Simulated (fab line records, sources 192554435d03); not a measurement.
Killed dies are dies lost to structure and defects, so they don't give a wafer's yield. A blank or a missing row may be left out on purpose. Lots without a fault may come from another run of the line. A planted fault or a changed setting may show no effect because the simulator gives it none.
Which tool did it? | flow n5_finfet | 10 lots, 29 wafers sampled, at 4 steps of a route of 1938

WHAT THE GAUGES READ, wafer by wafer
N5_BEOL_M15_CD_MEAS_28: target cd 407.6 nm.
lot  | measured     | on        | cd_nm (nm)
L168 | day 11 07:33 | cd_sem-02 | 408.3 409.1 409.5
L171 | day 12 09:31 | cd_sem-01 | 406.0 408.7 407.1
L178 | day 14 10:31 | cd_sem-03 | 413.6 411.9 413.7
L181 | day 14 20:21 | cd_sem-02 | 413.2 414.3 414.1
L183 | day 15 14:17 | cd_sem-01 | 407.8 408.5 408.7
L184 | day 16 01:43 | cd_sem-01 | 406.2 407.1 408.8
L187 | day 16 06:23 | cd_sem-03 | 408.5 409.3 409.8
L190 | day 17 05:52 | cd_sem-02 | 411.1 410.7 409.8
L188 | day 17 17:23 | cd_sem-01 | 405.5 407.3 406.0
L189 | day 17 21:04 | cd_sem-01 | 406.3 405.8

WHICH TOOL RAN EACH LOT (tool, then ch and the chambers of the sampled wafers, then the start)
lot  | N5_BEOL_M15_ILD_DEP_00          | N5_BEOL_M15_ETCH_57                | N5_BEOL_M15_PEB_26
L168 | pecvd-04 ch 0,1,2, day 11 05:26 | rie_diel-06 ch 2,3, day 11 06:46   | litho_track-05 ch 0, day 11 07:26
L171 | pecvd-02 ch 0,1,2, day 12 07:21 | rie_diel-06 ch 0,1,2, day 12 08:37 | litho_track-01 ch 0, day 12 09:25
L178 | pecvd-04 ch 0,1,2, day 14 08:07 | rie_diel-01 ch 0,3, day 14 09:37   | litho_track-01 ch 0, day 14 10:24
L181 | pecvd-02 ch 1,2, day 14 17:56   | rie_diel-06 ch 2,3, day 14 19:13   | litho_track-01 ch 0, day 14 20:14
L183 | pecvd-01 ch 1,2, day 15 11:40   | rie_diel-02 ch 1,2, day 15 13:23   | litho_track-05 ch 0, day 15 14:10
L184 | pecvd-01 ch 0,1,2, day 15 22:52 | rie_diel-02 ch 0,1,2, day 16 00:49 | litho_track-02 ch 0, day 16 01:36
L187 | pecvd-01 ch 1,2, day 16 04:23   | rie_diel-06 ch 0,1, day 16 05:37   | litho_track-05 ch 0, day 16 06:17
L190 | pecvd-01 ch 0,2, day 17 03:08   | rie_diel-02 ch 0,1,3, day 17 04:58 | litho_track-05 ch 0, day 17 05:45
L188 | pecvd-01 ch 0,2, day 17 15:13   | rie_diel-06 ch 1,2,3, day 17 16:37 | litho_track-02 ch 0, day 17 17:16
L189 | pecvd-01 ch 2, day 17 18:33     | rie_diel-01 ch 0,1, day 17 20:10   | litho_track-05 ch 0, day 17 20:57
- N5_BEOL_M15_ILD_DEP_00: deposits SiO2 from TEOS/O2, target thk 1629.3 nm, time 346.1 s.
- N5_BEOL_M15_ETCH_57: etches SOC in N2/H2, time 750 s.
- N5_BEOL_M15_PEB_26: peb time 90 s.

THE ANSWER, worked out from the rows above alone
Rule: what is usual is taken from the lots themselves. Put in order of their means at a reading, lots are off if they are a third of the lots or fewer, leave a main group of 4 or more, and stand apart from it by a gap of 3 or more times the standard deviation of the main group's means; of several such gaps the widest counts. A main group whose means are all the same, to the digits that the tables above print for the reading, isn't used. A lot without any number at a reading at which 4 lots or more have one is off too. The other lots that the step has rows for count as sound.
No lot is off at any reading shown: from this, nothing can be told.

WHAT THE SIMULATOR HAD PUT IN
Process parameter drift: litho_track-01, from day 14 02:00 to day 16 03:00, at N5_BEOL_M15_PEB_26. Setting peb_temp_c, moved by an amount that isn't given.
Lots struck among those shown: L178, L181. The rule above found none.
